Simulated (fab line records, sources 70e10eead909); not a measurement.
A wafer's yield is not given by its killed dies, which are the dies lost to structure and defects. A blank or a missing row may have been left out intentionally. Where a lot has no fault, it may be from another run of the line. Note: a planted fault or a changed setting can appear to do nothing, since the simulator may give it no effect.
fab line records | flow nandHarc
record lots=6 wafers=18 lastDay=24
route steps=1159 shown A_CONTACT@918 END@1159
lots that met no fault: taken from a fault-free run of the same line
startH: hours from the record's first day to the start of the lot's first wafer shown | waitH: how many hours have passed since the lot's step before this one | " unchanged from the row above | L1.1+2: one row covering several wafers at once | - value missing, or start not given | * or withheld: withheld | < > ~ a bound
route shown NAME@n: NAME is a module with steps in the file, n the number in the route of the first one | usual: average and standard deviation across the fault-free wafers | same: alike in all rows | chamber/n: place in a boat | sites: per-site readings | _std_site: how widely they spread, as a standard deviation | _edge_site: inner sites' mean taken away from outer sites' mean | radiusMm: for every site, how far away it sits from the centre of the wafer | mask NAME#n: copy n | behind: the last tool/chamber to shape the wafer | hold: reason for holding the lot/hours on hold/outcome of the hold | device: whichever transistor did not switch (one of n, p or np) | end of line: tests run on the same wafers once the route is complete | a step without rows: its recipe alone | killed: not the wafer's yield, but the dies lost to structure and defects at the first sort | map: the dies of a wafer, with x for killed, . for not killed, _ for no die there
set.NAME: the setting that was run; set.NAME@STEP: the one run at that earlier step | model.NAME: the simulator's own value behind a step, which no gauge read
lots at selected steps of the route; one table per step, one row per wafer
services: when a tool's chamber went out of use (startH, in hours from the record's first day, below 0 if earlier), for how many hours, and the reason
## steps
# step NHARC_A_CONTACT_STRIP_104
# recipe cf4FlowSccm=100 chf3FlowSccm=30 arFlowSccm=0 biasW=0 chemistry=CF4/CHF3
# step NHARC_A_CONTACT_STRIP_105
# recipe o2FlowSccm=400 cosFlowSccm=20 arFlowSccm=0 biasW=0 chemistry=O2/COS
# step NHARC_A_CONTACT_ETCH_106
# recipe targetDepthA=600 overetchA=60 timeS=33 ionEnergyEv=100 cf4FlowSccm=80 o2FlowSccm=20 arFlowSccm=0 rfW=300 biasW=100 chemistry=CF4/O2
# usual biasW=99.97/0.3 drypumpMotorCurrentA=5.8/0.38 oesProductAu=1.005/0.015 rfVppV=197.7/1.1 showerheadPlenumPTorr=1.33/0.035 throttleValvePct=13.396/0.0091
# columns lot.wafer tool chamber startH waitH biasW drypumpMotorCurrentA oesProductAu rfHoursCounterH rfVppV showerheadPlenumPTorr throttleValvePct
L894.4 rieDiel-07 0 402.54 0.0 100.26 6.3 0.995 59 196.8 1.31 13.396
L894.2 " 3 " " 100.05 5.8 1.012 57 198.2 1.35 13.385
L894.6 " 0 " " 99.92 6.3 0.993 - 197.7 1.31 13.393
L898.1 rieDiel-07 3 452.86 0.1 100.14 5.8 1.021 13 196.1 1.35 13.404
L898.4 " 0 " " 100.31 6.3 1.001 14 197.6 1.31 13.408
L898.6 " 3 " " 99.69 5.8 1.019 - 198.2 1.35 13.392
L903.4 rieDiel-13 3 467.38 0.1 99.76 5.6 1.016 3 199.2 1.39 13.396
L903.3 " 0 " " 99.95 5.6 0.996 4 198.9 1.41 13.404
L903.1 " 1 " " 99.53 5.6 0.995 4 198.5 1.39 13.403
L906.1 rieDiel-07 1 472.20 0.1 100.12 6.0 0.979 23 196.8 1.33 13.392
L906.3 " 3 " " 99.86 5.8 1.002 23 197.0 1.35 13.395
L906.6 " 1 " " 100.58 6.0 0.975 - 196.5 1.33 13.394
L905.2 rieDiel-07 1 476.60 0.0 99.96 6.0 0.968 24 196.3 1.33 13.415
L905.5 " 1 " " 100.01 6.1 0.975 - 197.6 1.33 13.379
L905.6 " 2 " " 100.49 5.9 1.025 - 196.8 1.32 13.388
L911.4 rieDiel-13 1 513.17 0.1 99.48 5.6 0.992 19 198.7 1.38 13.400
L911.1 " 3 " " 100.19 5.6 1.017 18 199.4 1.39 13.411
L911.5 " 1 " " 99.71 5.6 0.986 - 197.7 1.38 13.386
# step NHARC_A_CONTACT_STRIP_82
# recipe o2FlowSccm=500 arFlowSccm=0 biasW=0 chemistry=O2
# usual drypumpMotorCurrentA=5.8/0.38 oesProductAu=1.004/0.015 rfVppV=57.8/0.81 showerheadPlenumPTorr=3.53/0.09 throttleValvePct=17.036/0.009
# same biasW=0
# columns lot.wafer tool chamber startH waitH drypumpMotorCurrentA oesProductAu rfHoursCounterH rfVppV showerheadPlenumPTorr throttleValvePct
L894.4 rieDiel-07 1 - - 6.1 1.010 59 57.4 3.52 17.045
L894.2 " 3 " " 5.8 1.009 57 58.1 3.57 17.040
L894.6 " 1 " " 6.1 1.013 - 58.0 3.52 17.069
L898.1 rieDiel-07 0 - - 6.4 0.991 14 56.1 3.45 17.043
L898.4 " 1 " " 6.0 0.991 14 57.5 3.51 17.024
L898.6 " 3 " " 5.8 1.004 - 58.2 3.56 17.040
L903.4 rieDiel-13 2 - - 6.0 1.015 3 57.6 3.67 17.037
L903.3 " 0 " " 5.6 0.995 4 58.1 3.73 17.018
L903.1 " 1 " " 5.6 0.988 4 59.0 3.66 17.042
L906.3 rieDiel-07 1 - - 6.1 0.981 23 57.8 3.51 17.034
L906.1 " 0 " " 6.3 1.001 24 58.1 3.45 17.037
L906.6 " 1 " " 6.0 0.985 - 58.0 3.51 17.045
L905.2 rieDiel-07 0 - - 6.3 1.002 25 57.5 3.45 17.034
L905.6 " 1 " " 6.1 0.985 - 58.4 3.50 17.033
L905.5 " 2 " " 5.9 1.023 - 59.2 3.50 17.038
L911.4 rieDiel-13 1 - - 5.6 0.994 19 57.9 3.65 17.029
L911.1 " 2 " " 6.0 1.029 19 56.2 3.66 17.028
L911.5 " 1 " " 5.6 0.986 - 56.4 3.65 17.040
# step NHARC_A_CONTACT_STRIP_83
# recipe timeS=600 tempC=30 chemistry=postEtchResidueRemover
# step NHARC_A_CONTACT_DEP_84
# recipe targetThkA=20000 tempC=400 material=aC
# usual throttleValvePct=34.998/0.0088
# columns lot.wafer tool chamber startH waitH throttleValvePct
L894.2 aclDep-01 0 405.80 - 34.983
L894.4 " 0 " " 34.997
L894.6 " 0 " " 35.009
L898.1 aclDep-02 0 456.77 - 35.006
L898.4 " 0 " " 35.005
L898.6 " 0 " " 35.003
L903.1 aclDep-02 0 468.02 - 35.002
L903.3 " 0 " " 35.002
L903.4 " 0 " " 34.990
L906.1 aclDep-01 0 472.85 - 34.997
L906.3 " 0 " " 35.006
L906.6 " 0 " " 35.006
L905.2 aclDep-02 0 477.92 - 35.002
L905.5 " 0 " " 35.012
L905.6 " 0 " " 34.985
L911.1 aclDep-01 0 513.82 - 35.013
L911.4 " 0 " " 35.000
L911.5 " 0 " " 34.989
# step NHARC_A_CONTACT_DEP_85
# recipe targetThkA=500 targetThkNm=50 tempC=400 pressureTorr=3.5 flowSccm=200 rfW=350 material=SiON
# usual heaterPowerW=728/83
# columns lot.wafer tool chamber startH waitH heaterPowerW
L894.2 pecvd-02 0 406.86 0.9 667
L894.4 " 0 " " 680
L894.6 " 2 " " 671
L898.1 pecvd-03 2 458.11 1.1 784
L898.4 " 0 " " 645
L898.6 " 1 " " 775
L903.1 pecvd-03 2 469.33 1.1 746
L903.3 " 0 " " 613
L903.4 " 2 " " 752
L906.1 pecvd-02 2 474.29 1.2 710
L906.3 " 1 " " 579
L906.6 " 1 " " 587
L905.2 pecvd-04 1 479.00 0.9 896
L905.5 " 0 " " 773
L905.6 " 1 " " 878
L911.1 pecvd-03 0 515.09 1.1 653
L911.5 " 2 " " 866
L911.4 " 0 " " 676
# step NHARC_A_CONTACT_DEHYDRATE_00
# recipe tempC=150 timeS=120
# step NHARC_A_CONTACT_HMDS_01
# recipe timeS=30
# step NHARC_A_CONTACT_COAT_86
# recipe tempC=260 timeS=75
# step NHARC_A_CONTACT_COAT_87
# recipe tempC=225 timeS=65
# step NHARC_A_CONTACT_COAT_02
# recipe spinRpm=1500 resistThkNm=90
# step NHARC_A_CONTACT_SOFTBAKE_03
# recipe tempC=105 timeS=55
# usual heaterPowerTotalW=188.46/0.14
# columns lot.wafer tool chamber startH waitH heaterPowerTotalW
L894.2 lithoTrack-01 0 407 - 188.38
L894.4 " 0 " " 188.46
L894.6 " 0 " " 188.72
L898.1 lithoTrack-04 0 458 - 188.50
L898.4 " 0 " " 188.47
L898.6 " 0 " " 188.30
L903.1 lithoTrack-01 0 469 - 191.20
L903.3 " 0 " " 191.10
L903.4 " 0 " " 191.09
L906.1 lithoTrack-04 0 474 - 188.33
L906.3 " 0 " " 188.37
L906.6 " 0 " " 188.72
L905.2 lithoTrack-01 0 479 - 190.95
L905.5 " 0 " " 191.14
L905.6 " 0 " " 191.04
L911.1 lithoTrack-04 0 515 - 188.51
L911.4 " 0 " " 188.43
L911.5 " 0 " " 188.37
# step NHARC_A_CONTACT_EBR_04
# step NHARC_END_SORT_01
# recipe tempC=25
# usual killedAtArray=29/11 killedAtOther=0.5/0.89 killedAtPeriphery=3.3/2 killedDies=32/11 killedOpen=3.1/1.9 killedShort=2.3/1.6
# same grossDies=677
# columns lot.wafer tool chamber startH waitH killedAtArray killedAtOther killedAtPeriphery killedDies killedOpen killedShort
L898.1 prober-02 0 511.08 2.5 30 0 2 32 3 5
L898.4 prober-02 0 513.47 3.4 23 0 6 29 8 1
L898.6 prober-02 0 515.06 4.0 32 1 3 36 2 3
L906.1 prober-02 0 538.77 2.5 43 0 1 44 4 1
L906.3 prober-02 0 540.37 3.1 38 0 1 39 1 1
L906.6 prober-02 0 542.79 4.0 48 1 5 54 1 4
# killed by level:class
L898.1 A_CHANNEL_HOLE_D1:chamberFilmFlake=20 A_CONTACT:chamberFilmFlake=3 A_CHANNEL_HOLE_D1:geometricParticle:short=2 P_CONTACT:geometricParticle:open=1 P_M0:geometricParticle:open=1 A_ONON_D1:geometricParticle:short=1 A_CHANNEL_FILL_D1:geometricParticle:short=1 A_CONTACT:geometricParticle:short=1
L898.4 A_CHANNEL_HOLE_D1:chamberFilmFlake=12 P_M0:geometricParticle:open=4 A_STAIRCASE:chamberFilmFlake=3 A_WL_FILL:chamberFilmFlake=2 P_M0:geometricParticle:short=1 A_CHANNEL_FILL_D1:geometricParticle:open=1 A_WL_FILL:geometricParticle:open=1 A_CONTACT:geometricParticle:open=1
L898.6 A_CHANNEL_HOLE_D1:chamberFilmFlake=20 A_STAIRCASE:chamberFilmFlake=4 A_CONTACT:chamberFilmFlake=4 P_GATE:geometricParticle:short=1 P_M0:geometricParticle:open=1 A_ONON_D1:geometricParticle:short=1 A_CHANNEL_FILL_D1:geometricParticle:short=1 A_M0:geometricParticle:open=1
L906.1 A_CHANNEL_HOLE_D1:chamberFilmFlake=20 A_SLIT:chamberFilmFlake=15 A_M0:geometricParticle:open=2 A_CONTACT:chamberFilmFlake=2 P_M0:geometricParticle:open=1 A_CONTACT:geometricParticle:open=1 A_M1:geometricParticle:short=1 A_WL_FILL:chamberFilmFlake=1
L906.3 A_CHANNEL_HOLE_D1:chamberFilmFlake=18 A_SLIT:chamberFilmFlake=12 A_STAIRCASE:chamberFilmFlake=3 A_CONTACT:chamberFilmFlake=2 A_ONON_D1:geometricParticle:short=1 A_WL_FILL:geometricParticle:open=1 P_GATE:chamberFilmFlake=1 A_BLC:chamberFilmFlake=1
L906.6 A_CHANNEL_HOLE_D1:chamberFilmFlake=29 A_SLIT:chamberFilmFlake=12 A_STAIRCASE:chamberFilmFlake=3 A_CONTACT:chamberFilmFlake=3 P_GATE:chamberFilmFlake=2 P_GATE:geometricParticle:short=1 P_CONTACT:geometricParticle:open=1 P_M0:geometricParticle:short=1
## services
# columns tool chamber startH hours kind
rieDiel-07 0 384.63 - clean
rieDiel-07 1 384.63 - clean
rieDiel-07 2 384.63 - clean
rieDiel-07 3 384.63 - clean
rieDiel-07 - 405.27 9.0 pm
rieDiel-07 0 405.27 9.0 ventCycle
rieDiel-07 1 405.27 9.0 ventCycle
rieDiel-07 2 405.27 9.0 ventCycle
rieDiel-07 3 405.27 9.0 ventCycle
rieDiel-07 0 414.27 - clean
rieDiel-07 1 414.27 - clean
rieDiel-07 1 414.27 - consumableReplace:focusRing
rieDiel-07 2 414.27 - clean
pecvd-02 1 419.08 12.6 repair
pecvd-03 1 423.89 2.6 repair
lithoTrack-01 - 443.00 7.0 pm
rieDiel-13 - 453.44 9.0 pm
pecvd-04 0 466.14 5.1 repair
pecvd-03 - 473.00 13.0 pm
aclDep-01 - 478.87 13.0 pm
rieDiel-07 - 489.58 0.3 repair
lithoTrack-04 - 491.00 7.0 pm
rieDiel-07 1 512.87 5.5 repair
pecvd-02 - 515.00 13.0 pm
## key
firstSign step=NHARC_A_CONTACT_SOFTBAKE_03 reading=heaterPowerTotalW direction=up sigmas=19 usual=* struck=*
effect none on later readings
metAt NHARC_A_CONTACT_SOFTBAKE_03
struckWafers L903.1,L903.3,L903.4,L905.2,L905.5,L905.6
testerLeftOut L903,L905
onsetBetween 407 469
fault kind=processParameterDrift tool=lithoTrack-01 chamber=- onsetH=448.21 steps=NHARC_A_CONTACT_SOFTBAKE_03 channel=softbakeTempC offset=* shape=step endH=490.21 actsIn=* stated=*
# testerLeftOut: of these lots the tester's yield and bins aren't shown, on N5 and GAA mostly nor the transistor test; their killed dies are dies lost to structure and defects alone, not to doping, threshold or leakage, so they don't give the yield
